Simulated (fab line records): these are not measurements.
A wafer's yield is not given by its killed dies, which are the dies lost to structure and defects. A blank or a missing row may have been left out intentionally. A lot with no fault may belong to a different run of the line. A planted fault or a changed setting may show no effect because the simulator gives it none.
Which tool was responsible? -- flow n5Finfet -- Sampling: 24 lots, 72 wafers, 6 of 1938 route steps

== WHAT EACH GAUGE READ, for each wafer ==
No reading from a measuring or inspecting step in the record can be judged against a usual standard deviation.

== WHAT TOOL EACH LOT RAN ON (gives the tool, then ch and the chambers of the sampled wafers, and finally the start) ==
lot,N5_BEOL_M3_VIA_ETCH_34,N5_BEOL_M3_ANNEAL_80,N5_BEOL_M3_ANNEAL_89,N5_BEOL_M3_ANNEAL_91,N5_BEOL_M3_SPUTTER_94,N5_BEOL_M3_DEP_57
L074,"rieDiel-05 ch 0,1,2, day 7 15:55","pvdSputter-01, day 7 18:05","pvdSputter-01, day 7 18:44","pvdSputter-01, day 7 18:58","pvdSputter-01, day 7 19:19","pecvd-03 ch 1,2, day 7 20:31"
L076,"rieDiel-05 ch 1,2, day 8 00:17","pvdSputter-02, day 8 02:07","pvdSputter-02, day 8 02:46","pvdSputter-02, day 8 02:59","pvdSputter-02, day 8 03:21","pecvd-02 ch 0,2, day 8 04:53"
L075,"rieDiel-06 ch 0,2, day 8 03:03","pvdSputter-03, day 8 04:55","pvdSputter-03, day 8 05:34","pvdSputter-03, day 8 05:47","pvdSputter-03, day 8 06:09","pecvd-03 ch 0,2, day 8 07:27"
L077,"rieDiel-06 ch 1,2, day 8 03:46","pvdSputter-01, day 8 05:07","pvdSputter-01, day 8 05:47","pvdSputter-01, day 8 06:00","pvdSputter-01, day 8 06:22","pecvd-01 ch 0,2, day 8 07:37"
L078,"rieDiel-03 ch 0,1,3, day 8 06:53","pvdSputter-03, day 8 09:28","pvdSputter-03, day 8 10:08","pvdSputter-03, day 8 10:21","pvdSputter-03, day 8 10:43","pecvd-02 ch 0,2, day 8 11:55"
L080,"rieDiel-06 ch 1,3, day 9 01:05","pvdSputter-02, day 9 04:01","pvdSputter-02, day 9 04:40","pvdSputter-02, day 9 04:53","pvdSputter-02, day 9 05:15","pecvd-01 ch 0,1,2, day 9 06:32"
L081,"rieDiel-05 ch 1,2,3, day 9 05:37","pvdSputter-01, day 9 07:19","pvdSputter-01, day 9 07:59","pvdSputter-01, day 9 08:12","pvdSputter-01, day 9 08:34","pecvd-03 ch 0,1, day 9 09:46"
L079,"rieDiel-06 ch 0,3, day 9 06:34","pvdSputter-03, day 9 08:32","pvdSputter-03, day 9 09:11","pvdSputter-03, day 9 09:25","pvdSputter-03, day 9 09:46","pecvd-03 ch 0,2, day 9 11:26"
L083,"rieDiel-03 ch 0,1, day 9 20:23","pvdSputter-03, day 9 22:11","pvdSputter-03, day 9 22:51","pvdSputter-03, day 9 23:04","pvdSputter-03, day 9 23:26","pecvd-03 ch 0,1, day 10 00:54"
L082,"rieDiel-03 ch 0,1, day 10 01:11","pvdSputter-01, day 10 02:42","pvdSputter-01, day 10 03:22","pvdSputter-01, day 10 03:35","pvdSputter-01, day 10 03:56","pecvd-01 ch 0,1,2, day 10 05:25"
L084,"rieDiel-05 ch 0,2,3, day 10 11:09","pvdSputter-02, day 10 13:02","pvdSputter-02, day 10 13:42","pvdSputter-02, day 10 13:55","pvdSputter-02, day 10 14:17","pecvd-02 ch 0,1,2, day 10 15:33"
L085,"rieDiel-03 ch 0,1,3, day 10 14:08","pvdSputter-01, day 10 15:49","pvdSputter-01, day 10 16:29","pvdSputter-01, day 10 16:42","pvdSputter-01, day 10 17:04","pecvd-02 ch 1,2, day 10 23:44"
L086,"rieDiel-06 ch 0,1, day 10 14:10","pvdSputter-03, day 10 15:43","pvdSputter-03, day 10 16:23","pvdSputter-03, day 10 16:36","pvdSputter-03, day 10 16:58","pecvd-02 ch 0,1,2, day 10 18:16"
L087,"rieDiel-06 ch 2,3, day 11 01:55","pvdSputter-01, day 11 05:53","pvdSputter-01, day 11 06:33","pvdSputter-01, day 11 06:46","pvdSputter-01, day 11 07:08","pecvd-01 ch 0,2, day 11 08:22"
L088,"rieDiel-06 ch 1,2,3, day 11 06:48","pvdSputter-03, day 11 08:37","pvdSputter-03, day 11 09:16","pvdSputter-03, day 11 09:29","pvdSputter-03, day 11 09:51","pecvd-02 ch 0,1, day 11 11:03"
L089,"rieDiel-06 ch 0,2, day 11 11:26","pvdSputter-03, day 11 13:16","pvdSputter-03, day 11 13:55","pvdSputter-03, day 11 14:08","pvdSputter-03, day 11 14:30","pecvd-01 ch 0,1, day 11 15:43"
L090,"rieDiel-06 ch 0,1,2, day 11 11:50","pvdSputter-01, day 11 13:25","pvdSputter-01, day 11 14:04","pvdSputter-01, day 11 14:17","pvdSputter-01, day 11 14:39","pecvd-02 ch 0,2, day 11 15:51"
L091,"rieDiel-03 ch 0,1,2, day 12 03:47","pvdSputter-02, day 12 05:48","pvdSputter-02, day 12 06:28","pvdSputter-02, day 12 06:41","pvdSputter-02, day 12 07:02","pecvd-03 ch 0,1,2, day 12 08:19"
L092,"rieDiel-03 ch 0,1,3, day 12 07:39","pvdSputter-03, day 12 09:18","pvdSputter-03, day 12 09:58","pvdSputter-03, day 12 10:11","pvdSputter-03, day 12 10:32","pecvd-02 ch 0,2, day 12 11:58"
L093,"rieDiel-03 ch 1,2,3, day 12 16:19","pvdSputter-01, day 12 18:26","pvdSputter-01, day 12 19:05","pvdSputter-01, day 12 19:19","pvdSputter-01, day 12 19:40","pecvd-02 ch 0,2, day 12 20:55"
L094,"rieDiel-05 ch 0,3, day 13 01:11","pvdSputter-02, day 13 04:43","pvdSputter-02, day 13 05:23","pvdSputter-02, day 13 05:36","pvdSputter-02, day 13 05:58","pecvd-02 ch 0,1,2, day 13 07:10"
L095,"rieDiel-05 ch 1,2,3, day 13 06:25","pvdSputter-01, day 13 08:13","pvdSputter-01, day 13 08:53","pvdSputter-01, day 13 09:06","pvdSputter-01, day 13 09:28","pecvd-01 ch 0,1,2, day 13 10:43"
L096,"rieDiel-06 ch 0,3, day 13 06:35","pvdSputter-03, day 13 08:28","pvdSputter-03, day 13 09:08","pvdSputter-03, day 13 09:21","pvdSputter-03, day 13 09:43","pecvd-01 ch 1,2, day 13 10:56"
L097,"rieDiel-03 ch 0,1, day 13 10:04","pvdSputter-02, day 13 13:19","pvdSputter-02, day 13 13:59","pvdSputter-02, day 13 14:12","pvdSputter-02, day 13 14:34","pecvd-01 ch 0,1,2, day 13 15:46"
- N5_BEOL_M3_VIA_ETCH_34: etches the open film in C4F6/O2, target depth 69.4 nm, time 65.9 s.
- N5_BEOL_M3_ANNEAL_80: time 240 s.
- N5_BEOL_M3_ANNEAL_89: time 240 s.
- N5_BEOL_M3_ANNEAL_91: time 240 s.
- N5_BEOL_M3_SPUTTER_94: material Cu, target thk 4.5 nm, time 8.29 s.
- N5_BEOL_M3_DEP_57: deposits SiCN from 3MS/NH3, target thk 8 nm, time 14 s.

== WHAT THE TOOLS THEMSELVES READ (means of the sampled wafers that have a number; where no wafer has one, the mark that the record gives instead) ==
N5_BEOL_M3_VIA_ETCH_34. Usual: biasW 169.9 W, standard deviation 0.5; drypumpMotorCurrentA 5.77 A, standard deviation 0.3; oesProductAu 0.79 a.u., standard deviation 0.081; rfVppV 664 V, standard deviation 15; showerheadPlenumPTorr 2.79 Torr, standard deviation 0.1; throttleValvePct 30.7 %, standard deviation 0.35.
lot,tool,biasW (W),drypumpMotorCurrentA (A),oesProductAu (a.u.),rfVppV (V),showerheadPlenumPTorr (Torr),throttleValvePct (%),flag
L074,rieDiel-05,169.6,5.54,0.82,671,2.90,30.9,
L076,rieDiel-05,170.8,5.48,0.72,669,2.89,31.0,
L075,rieDiel-06,169.5,5.41,0.76,669,2.73,31.1,
L077,rieDiel-06,170.0,5.54,0.74,653,2.69,30.6,
L078,rieDiel-03,169.8,6.02,0.82,668,2.77,30.6,
L080,rieDiel-06,170.2,5.73,0.76,653,2.69,30.3,
L081,rieDiel-05,169.1,5.69,0.76,676,2.89,31.0,
L079,rieDiel-06,169.8,5.76,0.81,670,2.72,30.5,
L083,rieDiel-03,169.7,6.28,0.85,673,2.79,30.5,
L082,rieDiel-03,169.9,6.24,0.85,672,2.79,30.5,
L084,rieDiel-05,170.1,5.59,0.81,669,2.88,31.2,
L085,rieDiel-03,170.5,6.01,0.80,669,2.77,30.6,
L086,rieDiel-06,170.4,5.61,0.78,654,2.70,30.3,
L087,rieDiel-06,169.9,5.69,0.84,673,2.82,30.6,
L088,rieDiel-06,170.4,5.62,0.82,664,2.81,30.6,
L089,rieDiel-06,170.1,5.42,0.91,676,2.95,30.8,
L090,rieDiel-06,170.0,5.52,0.83,664,2.82,30.6,
L091,rieDiel-03,169.9,6.13,0.76,658,2.77,30.8,
L092,rieDiel-03,169.3,6.03,0.79,668,2.76,30.6,
L093,rieDiel-03,170.0,5.90,0.72,654,2.75,30.9,
L094,rieDiel-05,170.3,5.68,0.86,671,2.88,31.1,
L095,rieDiel-05,169.9,5.67,0.74,676,2.88,31.0,
L096,rieDiel-06,169.9,5.77,0.77,670,2.71,30.6,
L097,rieDiel-03,169.8,6.09,0.78,662,2.80,30.5,

N5_BEOL_M3_ANNEAL_80. Usual: heaterPowerW 812 W, standard deviation 82; susceptorTempC 399.98 C, standard deviation 0.21.
lot,tool,heaterPowerW (W),susceptorTempC (C),flag
L074,pvdSputter-01,793,399.92,
L076,pvdSputter-02,859,399.93,
L075,pvdSputter-03,778,400.10,
L077,pvdSputter-01,780,399.79,
L078,pvdSputter-03,803,399.99,
L080,pvdSputter-02,915,399.98,
L081,pvdSputter-01,788,400.19,
L079,pvdSputter-03,730,399.93,
L083,pvdSputter-03,750,400.05,
L082,pvdSputter-01,783,399.83,
L084,pvdSputter-02,906,399.89,
L085,pvdSputter-01,825,400.07,
L086,pvdSputter-03,803,400.04,
L087,pvdSputter-01,774,399.90,
L088,pvdSputter-03,791,400.11,
L089,pvdSputter-03,780,399.97,
L090,pvdSputter-01,771,399.98,
L091,pvdSputter-02,913,399.97,
L092,pvdSputter-03,755,399.85,
L093,pvdSputter-01,830,400.06,
L094,pvdSputter-02,917,399.86,
L095,pvdSputter-01,775,400.06,
L096,pvdSputter-03,786,399.83,
L097,pvdSputter-02,927,400.10,

N5_BEOL_M3_ANNEAL_89. Usual: heaterPowerW 813 W, standard deviation 81; susceptorTempC 400.02 C, standard deviation 0.22.
lot,tool,heaterPowerW (W),susceptorTempC (C),flag
L074,pvdSputter-01,787,400.13,
L076,pvdSputter-02,852,400.11,
L075,pvdSputter-03,776,400.07,
L077,pvdSputter-01,776,399.60,
L078,pvdSputter-03,806,399.97,
L080,pvdSputter-02,914,399.75,
L081,pvdSputter-01,799,399.99,
L079,pvdSputter-03,731,400.28,
L083,pvdSputter-03,743,400.14,
L082,pvdSputter-01,785,400.01,
L084,pvdSputter-02,907,400.00,
L085,pvdSputter-01,817,400.07,
L086,pvdSputter-03,809,400.02,
L087,pvdSputter-01,780,400.04,
L088,pvdSputter-03,783,399.99,
L089,pvdSputter-03,789,400.03,
L090,pvdSputter-01,782,400.11,
L091,pvdSputter-02,920,399.91,
L092,pvdSputter-03,757,399.96,
L093,pvdSputter-01,832,399.99,
L094,pvdSputter-02,915,399.91,
L095,pvdSputter-01,777,400.25,
L096,pvdSputter-03,775,400.11,
L097,pvdSputter-02,928,400.14,

N5_BEOL_M3_ANNEAL_91. Usual: heaterPowerW 814 W, standard deviation 83; susceptorTempC 400.00 C, standard deviation 0.21.
lot,tool,heaterPowerW (W),susceptorTempC (C),flag
L074,pvdSputter-01,803,400.10,
L076,pvdSputter-02,837,400.00,
L075,pvdSputter-03,779,399.92,
L077,pvdSputter-01,772,399.99,
L078,pvdSputter-03,809,400.00,
L080,pvdSputter-02,922,400.03,
L081,pvdSputter-01,799,400.11,
L079,pvdSputter-03,724,399.92,
L083,pvdSputter-03,762,400.09,
L082,pvdSputter-01,788,399.96,
L084,pvdSputter-02,926,399.94,
L085,pvdSputter-01,834,399.89,
L086,pvdSputter-03,806,400.17,
L087,pvdSputter-01,773,399.88,
L088,pvdSputter-03,778,399.81,
L089,pvdSputter-03,787,399.97,
L090,pvdSputter-01,789,399.96,
L091,pvdSputter-02,917,400.06,
L092,pvdSputter-03,745,400.08,
L093,pvdSputter-01,836,399.96,
L094,pvdSputter-02,920,400.09,
L095,pvdSputter-01,788,399.92,
L096,pvdSputter-03,793,400.05,
L097,pvdSputter-02,930,400.05,

N5_BEOL_M3_SPUTTER_94. Usual: susceptorTempC -20.01 C, standard deviation 0.1; throttleValvePct 30.1 %, standard deviation 0.9.
lot,tool,susceptorTempC (C),throttleValvePct (%),flag
L074,pvdSputter-01,-20.05,29.5,
L076,pvdSputter-02,-20.01,30.4,
L075,pvdSputter-03,-19.86,30.4,
L077,pvdSputter-01,-19.95,28.9,
L078,pvdSputter-03,-20.01,30.4,
L080,pvdSputter-02,-20.01,29.9,
L081,pvdSputter-01,-20.03,30.3,
L079,pvdSputter-03,-20.15,30.4,
L083,pvdSputter-03,-19.96,30.6,
L082,pvdSputter-01,-20.05,29.6,
L084,pvdSputter-02,-20.09,28.8,
L085,pvdSputter-01,-20.01,29.8,
L086,pvdSputter-03,-20.01,30.6,
L087,pvdSputter-01,-19.96,29.0,
L088,pvdSputter-03,-19.96,30.6,
L089,pvdSputter-03,-20.00,30.5,
L090,pvdSputter-01,-19.94,29.6,
L091,pvdSputter-02,-20.03,30.0,
L092,pvdSputter-03,-20.01,30.6,
L093,pvdSputter-01,-20.04,29.7,
L094,pvdSputter-02,-19.94,30.0,
L095,pvdSputter-01,-19.91,29.0,
L096,pvdSputter-03,-19.91,30.6,
L097,pvdSputter-02,-19.97,29.7,

N5_BEOL_M3_DEP_57. Usual: chamberPressureTorr 2.999 Torr, standard deviation 0.0073; showerheadPlenumPTorr 3.662 Torr, standard deviation 0.0092; showerheadVppV 873 V, standard deviation 40; throttleValvePct 9.4 %, standard deviation 0.62.
lot,tool,chamberPressureTorr (Torr),showerheadPlenumPTorr (Torr),showerheadVppV (V),throttleValvePct (%),flag
L074,pecvd-03,3.001,3.668,826,8.7,
L076,pecvd-02,3.002,3.658,879,9.5,
L075,pecvd-03,3.005,3.673,869,9.1,
L077,pecvd-01,2.997,3.655,827,8.7,
L078,pecvd-02,2.996,3.656,876,9.4,
L080,pecvd-01,2.998,3.657,863,9.2,
L081,pecvd-03,3.002,3.666,875,9.5,
L079,pecvd-03,3.003,3.669,868,9.1,
L083,pecvd-03,3.007,3.664,861,9.7,
L082,pecvd-01,2.998,3.664,859,9.4,
L084,pecvd-02,3.001,3.656,899,9.6,
L085,pecvd-02,3.008,3.662,923,9.6,
L086,pecvd-02,2.995,3.657,906,9.4,
L087,pecvd-01,2.998,3.656,837,8.9,
L088,pecvd-02,2.991,3.651,905,9.9,
L089,pecvd-01,2.995,3.661,860,9.3,
L090,pecvd-02,3.005,3.665,883,9.1,
L091,pecvd-03,2.997,3.669,856,9.0,
L092,pecvd-02,3.002,3.662,880,9.5,
L093,pecvd-02,3.000,3.657,880,9.2,
L094,pecvd-02,2.998,3.660,895,9.5,
L095,pecvd-01,3.002,3.664,859,9.3,
L096,pecvd-01,3.008,3.656,857,9.4,
L097,pecvd-01,2.994,3.659,861,9.3,

== THE ANSWER, worked out from the rows above alone ==
Rule: take the mean of a lot's wafers that have a number; if it is more than 3 standard deviations from the usual mean, the lot is off. A lot without any number at a reading at which 4 lots or more have one is off too. Where the step has rows for the other lots, those lots are counted as sound. The gauges are gone through in route order, then the tools' own readings, and for those a lot's mean is taken as printed above. At the first step where some lot is off, the reading lying furthest off is the one used; lots without a number count as furthest.
Nothing can be told from this: no lot is off at any reading shown.

== WHAT THE SIMULATOR HAD PUT IN ==
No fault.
